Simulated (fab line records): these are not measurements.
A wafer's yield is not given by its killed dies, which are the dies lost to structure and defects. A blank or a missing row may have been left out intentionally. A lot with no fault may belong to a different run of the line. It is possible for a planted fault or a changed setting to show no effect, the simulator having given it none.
fab line records -- flow nand-harc
[record] lots = 6, wafers = 18, last-day = 23
route steps=1159 shown P_ZERO_WELL@6 END@1159
lots with no fault: from the same line, run without faults
start-h: hours from the record's opening day to when the first of the lot's shown wafers began -- wait-h: hours elapsed since this lot's preceding step -- " repeats the value in the row above -- L1.1+2: one row covering several wafers at once -- - no value present, or no start provided -- * or withheld: withheld -- < > ~ a bound
route shown NAME@n: a module of which the file shows steps, and the number in the route of the first -- usual: mean/standard deviation of fault-free wafers -- same: alike in all rows -- chamber/n: place in a boat -- sites: per-site readings -- _std_site: the standard deviation of these -- _edge_site: the outer-site mean with the inner-site mean subtracted -- radius-mm: how far each site lies from the wafer's centre -- mask NAME#n: copy n -- behind: the tool/chamber that last shaped the wafer -- hold: cause of the lot's hold/its duration in hours/its outcome -- device: whichever transistor did not switch (one of n, p or np) -- end of line: the same wafers' tests at the end of the route -- a step with no rows: only its recipe -- killed: count of dies lost to structure and defects at first sort (not the wafer's yield) -- map: the dies of a wafer, with x for killed, . for not killed, _ for no die there
set.NAME: setting as actually run; set.NAME@STEP: the setting as run at that earlier step -- model.NAME: the simulator's own value behind a step, which no gauge read
lots seen at some steps along the route; tables by step, rows by wafer
services: a tool's chamber out of use, with start hour (start-h, from the record's first day; less than 0 if before it), hours out, and reason
[[steps]]
[step NHARC_P_ZERO_WELL_HMDS_04]
[recipe] time-s = 30
[step NHARC_P_ZERO_WELL_COAT_64]
[recipe] temp-c = 200, time-s = 65
[step NHARC_P_ZERO_WELL_COAT_05]
[recipe] spin-rpm = 2000, resist-thk-nm = 600
[step NHARC_P_ZERO_WELL_SOFTBAKE_06]
[recipe] temp-c = 125, time-s = 70
[step NHARC_P_ZERO_WELL_EBR_07]
[step NHARC_P_ZERO_WELL_EXPOSE_08]
[recipe] na = 0.55, target-cd-nm = 500, dose-mj = 33.8, mask-id = P_ZERO
[step NHARC_P_ZERO_WELL_PEB_09]
[recipe] peb-temp-c = 128, peb-time-s = 80
[step NHARC_P_ZERO_WELL_DEVELOP_10]
[recipe] time-s = 50, dev-temp-c = 22
[step NHARC_P_ZERO_WELL_CD_MEAS_11]
[recipe] target-cd-nm = 500, landing-energy-ev = 500
[usual] cd-nm = 499.1/2.6
[same] landing-energy-ev = 500
lot.wafer,tool,chamber,start-h,wait-h,cd-nm
L744.1,cd-sem-02,0,19.10,-,497.5
L744.5,cd-sem-02,0,19.10,-,498.3
L744.6,cd-sem-02,0,19.10,-,497.2
L749.1,cd-sem-01,0,49.24,-,502.3
L749.5,cd-sem-01,0,49.24,-,502.0
L749.6,cd-sem-01,0,49.24,-,500.8
L752.1,cd-sem-01,0,67.24,-,497.9
L752.5,cd-sem-01,0,67.24,-,502.1
L752.6,cd-sem-01,0,67.24,-,497.3
L755.2,cd-sem-03,0,85.12,-,500.5
L755.4,cd-sem-03,0,85.12,-,502.5
L755.5,cd-sem-03,0,85.12,-,501.4
L757.3,cd-sem-01,0,97.26,-,500.3
L757.5,cd-sem-01,0,97.26,-,501.4
L757.6,cd-sem-01,0,97.26,-,501.1
L762.1,cd-sem-01,0,127.26,-,492.8
L762.5,cd-sem-01,0,127.26,-,497.9
L762.6,cd-sem-01,0,127.26,-,499.2
[step NHARC_P_ZERO_WELL_HARDBAKE_12]
[recipe] temp-c = 118, time-s = 65
[step NHARC_P_ZERO_WELL_DESCUM_13]
[recipe] time-s = 3, o2-flow-sccm = 200, ar-flow-sccm = 0, bias-power-w = 0, chemistry = O2
[usual] drypump-motor-current-A = 5.5/0.39, oes-product-au = 1.003/0.016, rf-vpp-V = 57.8/0.84, showerhead-plenum-p-Torr = 1.95/0.081, throttle-valve-pct = 11.312/0.0082
lot.wafer,tool,chamber,start-h,wait-h,drypump-motor-current-A,oes-product-au,rf-hours-counter-h,rf-vpp-V,showerhead-plenum-p-Torr,throttle-valve-pct
L744.1,rie-diel-05,3,19.27,-,6.2,1.022,1.1,57.7,2.03,11.311
L744.6,rie-diel-05,3,19.27,-,6.2,1.005,-,57.6,2.03,11.315
L744.5,rie-diel-05,0,19.27,-,5.6,1.008,-,58.5,2.07,11.314
L749.1,rie-diel-10,2,49.42,-,4.9,0.982,4.2,59.5,2.07,11.322
L749.5,rie-diel-10,3,49.42,-,5.3,1.013,-,56.3,1.86,11.307
L749.6,rie-diel-10,0,49.42,-,5.6,0.997,-,56.0,1.91,11.318
L752.1,rie-diel-10,3,67.41,-,5.3,1.007,4.4,57.9,1.86,11.320
L752.6,rie-diel-10,1,67.41,-,5.4,0.985,-,58.3,1.89,11.308
L752.5,rie-diel-10,2,67.41,-,4.9,0.969,-,58.5,2.07,11.316
L755.2,rie-diel-05,2,85.28,-,5.5,0.978,4.8,56.7,2.00,11.315
L755.4,rie-diel-05,3,85.28,-,6.2,1.019,5.6,57.6,2.03,11.306
L755.5,rie-diel-05,1,85.28,-,5.3,1.019,-,57.6,1.92,11.313
L757.3,rie-diel-05,3,97.42,-,6.2,1.011,7.0,59.5,2.03,11.318
L757.5,rie-diel-05,2,97.42,-,5.5,0.994,-,58.1,2.00,11.309
L757.6,rie-diel-05,3,97.42,-,6.2,1.022,-,58.3,2.03,11.327
L762.1,rie-diel-10,3,127.42,-,5.3,1.019,6.8,56.5,1.86,11.303
L762.6,rie-diel-10,2,127.42,-,4.9,0.997,-,58.7,2.07,11.319
L762.5,rie-diel-10,3,127.42,-,5.3,1.005,-,58.8,1.86,11.311
[step NHARC_P_ZERO_WELL_ETCH_65]
[recipe] target-depth-a = 800, overetch-a = 240, time-s = 87.88, ion-energy-ev = 200, n2-flow-sccm = 150, h2-flow-sccm = 150, ar-flow-sccm = 0, rf-w = 400, bias-w = 150, chemistry = N2/H2
[usual] bias-w = 150.0/0.46, drypump-motor-current-A = 5.5/0.39, n2-flow-sccm = 150.0/0.48, oes-product-au = 1.003/0.016, rf-vpp-V = 431.6/2.5, showerhead-plenum-p-Torr = 2.08/0.087, throttle-valve-pct = 14.171/0.0093
lot.wafer,tool,chamber,start-h,wait-h,bias-w,drypump-motor-current-A,n2-flow-sccm,oes-product-au,rf-hours-counter-h,rf-vpp-V,showerhead-plenum-p-Torr,throttle-valve-pct
L744.1,rie-diel-05,0,19.39,0.1,149.6,5.6,150.0,1.011,1.3,437.0,2.21,14.175
L744.6,rie-diel-05,1,19.39,0.1,151.0,5.4,150.0,1.018,-,431.5,2.04,14.186
L744.5,rie-diel-05,3,19.39,0.1,150.7,6.2,149.7,1.013,-,434.5,2.17,14.182
L749.1,rie-diel-10,3,49.50,0.1,150.8,5.3,150.6,1.017,4.1,429.6,1.98,14.160
L749.6,rie-diel-10,1,49.50,0.1,149.9,5.4,150.0,0.980,-,432.3,2.01,14.176
L749.5,rie-diel-10,2,49.50,0.1,150.3,4.9,148.9,0.964,-,434.5,2.21,14.164
L752.1,rie-diel-10,3,67.50,0.1,149.5,5.3,149.2,1.006,4.4,428.5,1.98,14.184
L752.5,rie-diel-10,0,67.50,0.1,149.8,5.6,149.8,0.991,-,431.4,2.04,14.185
L752.6,rie-diel-10,1,67.50,0.1,149.0,5.4,150.1,0.985,-,430.7,2.01,14.149
L755.4,rie-diel-05,2,85.36,0.1,149.6,5.5,150.0,0.973,4.8,432.7,2.13,14.169
L755.2,rie-diel-05,0,85.36,0.1,150.4,5.6,150.2,0.990,6.1,436.3,2.21,14.176
L755.5,rie-diel-05,2,85.36,0.1,149.9,5.5,150.1,0.984,-,432.9,2.13,14.175
L757.3,rie-diel-05,1,97.52,0.1,151.1,5.3,149.4,1.020,7.7,430.9,2.04,14.167
L757.5,rie-diel-05,2,97.52,0.1,149.9,5.5,151.1,0.996,-,433.5,2.13,14.168
L757.6,rie-diel-05,3,97.52,0.1,149.7,6.2,150.6,1.022,-,433.3,2.17,14.180
L762.1,rie-diel-10,3,127.51,0.1,150.6,5.3,150.3,1.003,6.8,429.2,1.98,14.164
L762.6,rie-diel-10,2,127.51,0.1,150.0,4.9,150.3,0.994,-,435.8,2.21,14.164
L762.5,rie-diel-10,3,127.51,0.1,149.8,5.3,149.3,0.996,-,428.9,1.98,14.154
[step NHARC_P_ZERO_WELL_ETCH_62]
[recipe] target-depth-a = 130, time-s = 6.5, chf3-flow-sccm = 50, ar-flow-sccm = 200, rf-w = 500, bias-w = 200, chemistry = CHF3/Ar
[usual] bias-w = 199.9/0.58, drypump-motor-current-A = 5.5/0.4, oes-product-au = 0.966/0.018, rf-vpp-V = 371.6/2.2, showerhead-plenum-p-Torr = 2.39/0.095, throttle-valve-pct = 20.216/0.0094
lot.wafer,tool,chamber,start-h,wait-h,bias-w,drypump-motor-current-A,oes-product-au,rf-hours-counter-h,rf-vpp-V,showerhead-plenum-p-Torr,throttle-valve-pct
L744.1,rie-diel-05,0,19.48,-,199.0,5.6,0.969,1.3,375.1,2.53,20.205
L744.6,rie-diel-05,3,19.48,-,199.6,6.2,0.970,-,372.9,2.48,20.229
L744.5,rie-diel-05,1,19.48,-,199.7,5.3,0.971,-,370.7,2.35,20.217
L749.1,rie-diel-10,3,49.58,-,200.0,5.3,0.983,4.1,369.6,2.28,20.214
L749.6,rie-diel-10,2,49.58,-,200.3,4.9,1.368,-,375.1,2.53,20.208
L749.5,rie-diel-10,3,49.58,-,200.1,5.3,0.974,-,369.3,2.28,20.213
L752.1,rie-diel-10,1,67.58,-,200.1,5.4,0.943,3.5,370.4,2.31,20.228
L752.6,rie-diel-10,1,67.58,-,200.8,5.4,1.344,-,369.8,2.31,20.230
L752.5,rie-diel-10,2,67.58,-,200.3,5.0,0.940,-,375.3,2.53,20.207
L755.2,rie-diel-05,2,85.45,-,199.1,5.5,0.959,4.8,372.9,2.44,20.224
L755.4,rie-diel-05,1,85.45,-,199.2,5.3,0.971,6.3,371.5,2.35,20.200
L755.5,rie-diel-05,3,85.45,-,199.9,6.2,0.981,-,372.7,2.48,20.212
L757.3,rie-diel-05,0,97.59,-,199.2,5.6,0.971,7.5,373.2,2.53,20.207
L757.5,rie-diel-05,0,97.59,-,200.1,5.6,0.976,-,375.3,2.53,20.209
L757.6,rie-diel-05,1,97.59,-,200.2,5.3,0.993,-,371.0,2.35,20.230
L762.1,rie-diel-10,3,127.60,-,200.3,5.3,0.972,6.8,370.9,2.28,20.230
L762.5,rie-diel-10,3,127.60,-,200.8,5.3,0.971,-,368.1,2.28,20.231
L762.6,rie-diel-10,0,127.60,-,200.3,5.6,0.982,-,368.2,2.34,20.235
[step NHARC_P_ZERO_WELL_ETCH_63]
[recipe] target-depth-a = 1200, time-s = 40.1, hbr-flow-sccm = 150, cl2-flow-sccm = 50, rf-w = 400, icp-w = 400, bias-w = 100, chemistry = HBr/Cl2
[usual] bias-w = 100.1/0.31, drypump-motor-current-A = 5.7/0.58, hbr-flow-sccm = 150.0/0.42, mfc-cl2-sccm = 50.02/0.14, oes-product-au = 1.001/0.0099, throttle-valve-pct = 26.405/0.0091
lot.wafer,tool,chamber,start-h,wait-h,bias-w,drypump-motor-current-A,hbr-flow-sccm,mfc-cl2-sccm,oes-product-au,rf-hours-counter-h,throttle-valve-pct
L744.1,rie-si-04,3,19.60,-,100.0,6.6,149.6,50.18,1.000,0.8,26.403
L744.5,rie-si-04,0,19.60,-,100.1,6.1,150.2,50.08,0.985,-,26.392
L744.6,rie-si-04,1,19.60,-,100.4,4.9,150.0,49.81,0.996,-,26.412
L749.1,rie-si-02,2,49.66,-,99.7,5.5,149.7,49.97,1.005,0.1,26.388
L749.5,rie-si-02,2,49.66,-,99.7,5.5,149.3,50.07,1.002,-,26.410
L749.6,rie-si-02,3,49.66,-,99.7,5.8,149.8,50.03,1.016,-,26.414
L752.1,rie-si-04,0,67.67,-,100.2,6.1,149.7,50.14,1.003,1.2,26.401
L752.6,rie-si-04,3,67.67,-,100.4,6.6,149.4,50.10,1.008,-,26.416
L752.5,rie-si-04,0,67.67,-,100.7,6.1,149.7,50.14,1.004,-,26.415
L755.2,rie-si-04,2,85.53,-,99.5,5.3,149.8,49.87,0.999,1.2,26.392
L755.4,rie-si-04,0,85.53,-,100.1,6.1,149.7,49.74,1.010,1.3,26.406
L755.5,rie-si-04,2,85.53,-,99.7,5.3,150.3,49.87,1.011,-,26.411
L757.3,rie-si-04,2,97.67,-,100.1,5.3,150.6,50.17,1.007,1.4,26.410
L757.5,rie-si-04,2,97.67,-,100.3,5.3,150.4,50.02,1.005,-,26.412
L757.6,rie-si-04,3,97.67,-,99.9,6.6,150.5,49.96,0.994,-,26.422
L762.1,rie-si-02,3,127.67,-,99.6,5.9,150.1,50.11,1.005,0.9,26.392
L762.6,rie-si-02,3,127.67,-,99.6,5.9,150.1,50.21,1.000,-,26.396
L762.5,rie-si-02,0,127.67,-,100.6,6.5,150.2,50.22,0.999,-,26.403
[step NHARC_END_SORT_01]
[recipe] temp-c = 25
[usual] killed-at-array = 27/9.9, killed-at-other = 0.5/0.76, killed-at-periphery = 3.4/2.2, killed-dies = 31/10, killed-open = 3.3/2, killed-short = 2.0/1.5
[same] gross-dies = 677
lot.wafer,tool,chamber,start-h,wait-h,killed-at-array,killed-at-other,killed-at-periphery,killed-dies,killed-open,killed-short
L749.1,prober-02,0,475.38,2.5,22,0,3,25,1,1
L749.5,prober-02,0,478.58,3.7,27,0,3,30,3,1
L749.6,prober-02,0,479.37,4.0,26,0,2,28,0,2
L755.2,prober-01,0,518.31,2.8,13,0,1,14,2,3
L755.4,prober-01,0,519.91,3.4,10,1,1,12,4,1
L755.5,prober-01,0,520.72,3.7,22,0,2,24,6,4
L757.3,prober-02,0,519.14,3.1,31,0,5,36,4,2
L757.5,prober-02,0,520.74,3.7,40,0,3,43,1,3
L757.6,prober-02,0,521.54,4.0,34,0,0,34,1,2
L762.1,prober-02,0,550.24,2.5,29,2,5,36,6,1
L762.5,prober-02,0,553.45,3.7,39,0,1,40,2,1
L762.6,prober-02,0,554.25,4.0,39,0,6,45,5,4
// killed by level:class
L749.1 A_CHANNEL_HOLE_D1:chamber-film-flake=14 A_SLIT:chamber-film-flake=4 P_CONTACT:geometric-particle:open=1 A_BLC:geometric-particle:short=1 P_ZERO_WELL:chamber-film-flake=1 P_STI:chamber-film-flake=1 A_STAIRCASE:chamber-film-flake=1 A_CONTACT:chamber-film-flake=1
L749.5 A_CHANNEL_HOLE_D1:chamber-film-flake=16 A_CONTACT:chamber-film-flake=3 A_CONTACT:geometric-particle:open=2 P_STI:chamber-film-flake=2 A_STAIRCASE:chamber-film-flake=2 A_SLIT:chamber-film-flake=2 P_M1:geometric-particle:open=1 A_ONON_D1:geometric-particle:short=1
L749.6 A_CHANNEL_HOLE_D1:chamber-film-flake=16 A_STAIRCASE:chamber-film-flake=3 A_SLIT:chamber-film-flake=2 A_BLC:chamber-film-flake=2 P_GATE:geometric-particle:short=1 A_SGD_CUT:geometric-particle:short=1 P_STI:chamber-film-flake=1 A_WL_FILL:chamber-film-flake=1
L755.2 A_CONTACT:chamber-film-flake=3 A_CHANNEL_FILL_D1:geometric-particle:short=2 A_STAIRCASE:chamber-film-flake=2 P_M0:geometric-particle:open=1 A_ONON_D1:geometric-particle:short=1 A_CONTACT:geometric-particle:open=1 A_CHANNEL_HOLE_D1:chamber-film-flake=1 A_CHANNEL_FILL_D1:chamber-film-flake=1
L757.3 A_CHANNEL_HOLE_D1:chamber-film-flake=23 A_CONTACT:chamber-film-flake=4 P_GATE:chamber-film-flake=2 P_STI:geometric-particle:short=1 P_M0:geometric-particle:short=1 P_M0:geometric-particle:open=1 A_SLIT:geometric-particle:open=1 A_CONTACT:geometric-particle:open=1
L755.4 A_CHANNEL_HOLE_D1:chamber-film-flake=3 A_M0:geometric-particle:open=2 P_CONTACT:geometric-particle:open=1 A_WL_FILL:geometric-particle:open=1 A_M0:geometric-particle:short=1 A_ZERO_WELL:chamber-film-flake=1 A_SLIT:chamber-film-flake=1 A_CONTACT:chamber-film-flake=1
L755.5 A_CHANNEL_HOLE_D1:chamber-film-flake=7 A_CHANNEL_FILL_D1:chamber-film-flake=4 A_SOURCE_PLATE:geometric-particle:open=2 A_CHANNEL_FILL_D1:geometric-particle:short=2 A_CHANNEL_FILL_D1:geometric-particle:open=2 A_STAIRCASE:chamber-film-flake=2 P_STI:geometric-particle:open=1 A_ONON_D1:geometric-particle:short=1
L757.5 A_CHANNEL_HOLE_D1:chamber-film-flake=27 A_CONTACT:chamber-film-flake=6 P_GATE:chamber-film-flake=2 A_STAIRCASE:chamber-film-flake=2 A_CHANNEL_FILL_D1:geometric-particle:short=1 A_WL_FILL:geometric-particle:short=1 A_CONTACT:geometric-particle:short=1 A_CONTACT:geometric-particle:open=1
L757.6 A_CHANNEL_HOLE_D1:chamber-film-flake=21 A_CONTACT:chamber-film-flake=8 A_STAIRCASE:chamber-film-flake=2 A_ONON_D1:geometric-particle:open=1 A_SGD_CUT:geometric-particle:short=1 A_M1:geometric-particle:short=1
L762.1 A_CHANNEL_HOLE_D1:chamber-film-flake=20 A_CONTACT:chamber-film-flake=4 P_GATE:geometric-particle:open=2 P_CONTACT:geometric-particle:short=1 P_M0:geometric-particle:open=1 A_CONTACT:geometric-particle:open=1 A_M0:geometric-particle:open=1 P_CONTACT:chamber-film-flake=1
L762.5 A_CHANNEL_HOLE_D1:chamber-film-flake=20 A_CONTACT:chamber-film-flake=12 A_STAIRCASE:chamber-film-flake=2 A_WL_FILL:chamber-film-flake=2 P_STI:geometric-particle:open=1 A_BLC:geometric-particle:open=1 A_M0:geometric-particle:short=1 A_CHANNEL_FILL_D1:chamber-film-flake=1
L762.6 A_CHANNEL_HOLE_D1:chamber-film-flake=21 A_CONTACT:chamber-film-flake=8 P_STI:chamber-film-flake=3 A_WL_FILL:chamber-film-flake=3 P_CONTACT:geometric-particle:open=2 A_M0:geometric-particle:short=2 P_M0:geometric-particle:open=1 A_SGD_CUT:geometric-particle:short=1
[[services]]
tool,chamber,start-h,hours,kind
rie-diel-05,0,-4.40,-,clean
rie-diel-05,1,-4.40,-,clean
rie-diel-05,2,-4.40,-,clean
rie-diel-05,3,-4.40,-,clean
rie-diel-10,-,-0.43,9.0,pm
rie-diel-10,0,-0.43,9.0,vent-cycle
rie-diel-10,1,-0.43,9.0,vent-cycle
rie-diel-10,2,-0.43,9.0,vent-cycle
rie-diel-10,3,-0.43,9.0,vent-cycle
rie-diel-10,0,8.57,-,clean
rie-diel-10,1,8.57,-,clean
rie-diel-10,2,8.57,-,clean
rie-diel-10,3,8.57,-,clean
rie-diel-10,1,9.52,7.0,repair
rie-diel-05,2,16.14,9.9,repair
rie-diel-10,-,19.28,1.9,repair
rie-diel-05,0,20.10,-,clean
rie-diel-05,1,20.10,-,clean
rie-si-02,-,34.00,9.0,pm
rie-si-02,2,61.72,1.1,repair
rie-diel-05,-,84.89,0.3,repair
rie-si-04,-,99.00,9.0,pm
rie-si-02,2,110.12,4.0,repair
rie-diel-10,-,127.63,2.0,repair
[[key]]
[first-sign] step = NHARC_P_ZERO_WELL_ETCH_62, reading = oes-product-au, direction = up, sigmas = 21, usual = 0.966, struck = 1.356
effect none on later readings
met-at NHARC_P_ZERO_WELL_ETCH_62
struck-wafers L749.6,L752.6
tester-left-out L749,L752
[fault] kind = process-parameter-drift, tool = rie-diel-10, chamber = -, onset-h = 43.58, steps = NHARC_P_ZERO_WELL_ETCH_62, channel = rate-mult, offset = 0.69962, shape = step, end-h = 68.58, scope = struck-wafers-only
// tester-left-out: of these lots the tester's yield and bins aren't shown, on N5 and GAA mostly nor the transistor test; their killed dies are dies lost to structure and defects alone, not to doping, threshold or leakage, so they don't give the yield
